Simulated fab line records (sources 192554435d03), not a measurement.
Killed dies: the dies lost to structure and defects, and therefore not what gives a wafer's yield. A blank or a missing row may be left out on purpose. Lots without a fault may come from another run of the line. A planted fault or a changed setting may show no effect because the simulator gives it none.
Split-lot study	flow n5-finfet	7 lots, 39 wafers read, on a route of 1938 steps

== THE SPLIT ITSELF ==
At N5_BEOL_M2_TRENCH_ETCH_37 (etches SiOC in C4F6/O2, target depth 55.555 nm, time 29.2 s), the setting target-depth-a was moved away from the recipe's 555.55 angstrom on 15 of the 39 wafers read, by -54.9% to +49.1%. This setting was run at the recipe's value on the other wafers.

== FROM THE SPLIT TO THE READING: what the file shows between them, 8 steps ==
- N5_BEOL_M2_ETCH_41: etches SiCN in CH3F/O2, target depth 29.9 nm, time 52.5 s
- N5_BEOL_M2_STRIP_97: strips in N2/H2, time 10 s
- N5_BEOL_M2_OCD_MEAS_38
- N5_BEOL_M2_HM_STRIP_39: strips TiN in peroxide tin strip, target depth 25 nm, time 158 s
- N5_BEOL_M2_SRD_40: time 30 s
- N5_BEOL_M2_ECD_50: material Cu, target thk 300 nm
- N5_BEOL_M2_ANNEAL_51: time 90 s
- N5_BEOL_M2_CMP_52: polishes, stops on SiOC, t overpolish 6.8 s, target thk 40 nm

== THE READING ==
M2_THK, in nm, at N5_BEOL_M2_THK_MEAS_53 (measures by xrf). Typical for fault-free wafers on this fab line: 41.0 nm, with standard deviation 2 nm.

wafer	tool, chamber at the split	target-depth-a as run, angstrom	against the recipe	M2_THK, nm	against lot-mates on the recipe
L080.1	rie-diel-02, 0	555.55	recipe	40.0	-
L080.2	rie-diel-02, 1	555.55	recipe	41.9	-
L080.3	rie-diel-02, 3	702	+26.4%	59.2	+18.8
L080.4	rie-diel-02, 2	702	+26.4%	57.5	+17.1
L080.5	rie-diel-02, 0	555.55	recipe	39.4	-
L080.6	rie-diel-02, 3	702	+26.4%	57.3	+16.9
L082.2	rie-diel-02, 1	555.55	recipe	42.1	-
L082.4	rie-diel-02, 0	555.55	recipe	38.6	-
L082.6	rie-diel-02, 1	555.55	recipe	42.6	-
L087.1	rie-diel-03, 0	555.55	recipe	39.4	-
L087.2	rie-diel-03, 3	257.3	-53.7%	13.4	-25.7
L087.3	rie-diel-03, 2	555.55	recipe	39.1	-
L087.4	rie-diel-03, 1	257.3	-53.7%	10.0	-29.1
L087.5	rie-diel-03, 3	555.55	recipe	38.9	-
L087.6	rie-diel-03, 2	257.3	-53.7%	9.9	-29.2
L090.1	rie-diel-02, 3	555.55	recipe	44.0	-
L090.2	rie-diel-02, 0	250.6	-54.9%	11.8	-31.8
L090.3	rie-diel-02, 2	555.55	recipe	42.5	-
L090.4	rie-diel-02, 1	250.6	-54.9%	13.9	-29.7
L090.5	rie-diel-02, 2	555.55	recipe	44.4	-
L090.6	rie-diel-02, 1	250.6	-54.9%	13.4	-30.2
L091.1	rie-diel-03, 3	256.2	-53.9%	9.8	-27.8
L091.2	rie-diel-03, 1	555.55	recipe	36.5	-
L091.3	rie-diel-03, 0	256.2	-53.9%	9.1	-28.5
L091.4	rie-diel-03, 2	555.55	recipe	39.6	-
L091.5	rie-diel-03, 1	256.2	-53.9%	8.7	-28.9
L091.6	rie-diel-03, 2	555.55	recipe	36.8	-
L094.1	rie-diel-04, 3	555.55	recipe	37.8	-
L094.2	rie-diel-04, 0	555.55	recipe	40.1	-
L094.3	rie-diel-04, 1	555.55	recipe	41.4	-
L094.4	rie-diel-04, 2	555.55	recipe	43.9	-
L094.5	rie-diel-04, 3	555.55	recipe	38.9	-
L094.6	rie-diel-04, 2	555.55	recipe	45.5	-
L095.1	rie-diel-03, 1	555.55	recipe	39.9	-
L095.2	rie-diel-03, 0	555.55	recipe	42.4	-
L095.3	rie-diel-03, 2	828.3	+49.1%	63.0	+21.7
L095.4	rie-diel-03, 0	555.55	recipe	41.6	-
L095.5	rie-diel-03, 1	828.3	+49.1%	66.5	+25.2
L095.6	rie-diel-03, 2	828.3	+49.1%	67.1	+25.8

FIT RESULTS
A straight line over all 39 wafers: M2_THK changes by +0.545 nm for each +1% of target-depth-a; r = +0.99; the points scatter about the line by 2.4 nm.
The same after taking each lot's own level away (the mean of its wafers on the recipe; 39 wafers): +0.536 nm for each +1%; r = +0.99; scatter 2 nm.
Per that fit: largest target-depth-a move, reading shift of 29 nm.
Across the lots, their own levels run from 37.63 to 43.63 nm, a range of 3.0 times the standard deviation given above.
Hence the lot-to-lot level has little effect on the slope; both slopes agree.
Check: -29 nm against its lot-mates is what the line predicts for one of the wafers moved furthest among these (-54.9%) when that wafer is left out of the fit. It came out at -31.8 nm against them.

== FURTHER SPLITS ON THESE WAFERS ==
Before the reading, these wafers also passed through other splits. Each is held against what the fit with the lots' levels taken away leaves over:
other split on the same wafers	wafers away from the commonest value	r with M2_THK (lot level and that fit taken away)
N5_FIN_CUT_CUT_ETCH_26 time-s	18	-0.32
N5_SDB_ALD_29 ald-cycles	15	+0.14

== THE WHOLE CHAIN: every reading that the file lists as answering this split, in the file's order ==
step	what it does	reading	change (the file's fit)	r (the file's)
N5_BEOL_M2_TRENCH_ETCH_37	etches SiOC in C4F6/O2, target depth 55.555 nm, time 29.2 s	BEOL_M2.feature-depth-nm (the simulator's own value, which no gauge read)	+0.553 nm for each +1% of the setting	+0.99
N5_BEOL_M2_TRENCH_ETCH_37	etches SiOC in C4F6/O2, target depth 55.555 nm, time 29.2 s	etch.depth-nm (the simulator's own value, which no gauge read)	+0.554 nm for each +1% of the setting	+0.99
N5_BEOL_M2_TRENCH_ETCH_37	etches SiOC in C4F6/O2, target depth 55.555 nm, time 29.2 s	TiN_of_BEOL_M2_HM_DEP_02.thk-nm (the simulator's own value, which no gauge read)	-0.0205 nm for each +1% of the setting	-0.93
N5_BEOL_M2_OCD_MEAS_38		trench-depth-nm	+0.558 nm for each +1% of the setting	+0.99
N5_BEOL_M2_CMP_52	polishes, stops on SiOC, t overpolish 6.8 s, target thk 40 nm	Cu_of_BEOL_M2_ECD_50.thk-nm (the simulator's own value, which no gauge read)	+0.528 nm for each +1% of the setting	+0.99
N5_BEOL_M2_THK_MEAS_53	measures by xrf	M2_THK	+0.535 for each +1% of the setting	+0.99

== THE FILE'S OWN FIT ==
M2_THK changes by +0.535 nm for each +1% of target-depth-a, r = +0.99.
